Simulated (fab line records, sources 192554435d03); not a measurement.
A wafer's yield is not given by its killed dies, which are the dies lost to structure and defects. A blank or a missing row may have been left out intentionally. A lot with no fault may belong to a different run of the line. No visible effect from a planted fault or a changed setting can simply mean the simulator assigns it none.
Chamber matching -- flow n5-finfet -- N5_STI_FIN_REVEAL_CMP_04 on cmp-02: 4 sister chambers
The step polishes, stops on Si3N4, t overpolish 4 s, target thk 131.83 nm. 8 wafers are shown with their chamber, then 8 later ones without.

WAFERS, EACH WITH ITS CHAMBER
wafer,chamber,motor-current-A (A),time-to-endpoint-s (s)
L078.2,1,7.7,94
L086.1,3,8.8,103
L087.2,2,8.3,101
L087.6,3,8.9,101
L093.1,1,7.8,100
L093.2,0,8.2,102
L093.3,2,8.8,100
L095.2,0,8.0,105

WAFERS WHOSE CHAMBER IS MISSING
wafer,motor-current-A (A),time-to-endpoint-s (s)
L095.4,8.2,103
L095.5,9.8,106
L096.1,8.2,104
L096.2,8.3,101
L096.4,9.1,99
L097.4,8.7,102
L097.5,8.2,101
L097.6,9.1,102

CHAMBER TAKEN BY EACH
wafer,from the rows above,in truth
L095.4,can't be placed: 0 or 2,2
L095.5,can't be placed: 3 or 2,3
L096.1,can't be placed: 0 or 2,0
L096.2,can't be placed: 2 or 0 or 3 or 1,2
L096.4,can't be placed: 3 or 2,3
L097.4,can't be placed: 3 or 2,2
L097.5,can't be placed: 0 or 2 or 1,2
L097.6,can't be placed: 3 or 2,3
Correctly placed: 0 of 8. Not placeable from these rows: 8 (in 8, the candidates include the true chamber). Wrongly placed: 0.
How it was worked out, from the rows above alone: a wafer's distance from a chamber is the root of the sum, over the readings, of the square of ((its reading less the chamber's mean) divided by the reading's scatter). The wafer belongs to the nearest chamber; if the next one is less than 2 further off, it can't be placed. A chamber's mean is the mean of its shown wafers. The scatter: the root of (the sum of the squares of (reading less its chamber's mean) over the shown wafers, divided by (wafers less chambers)).
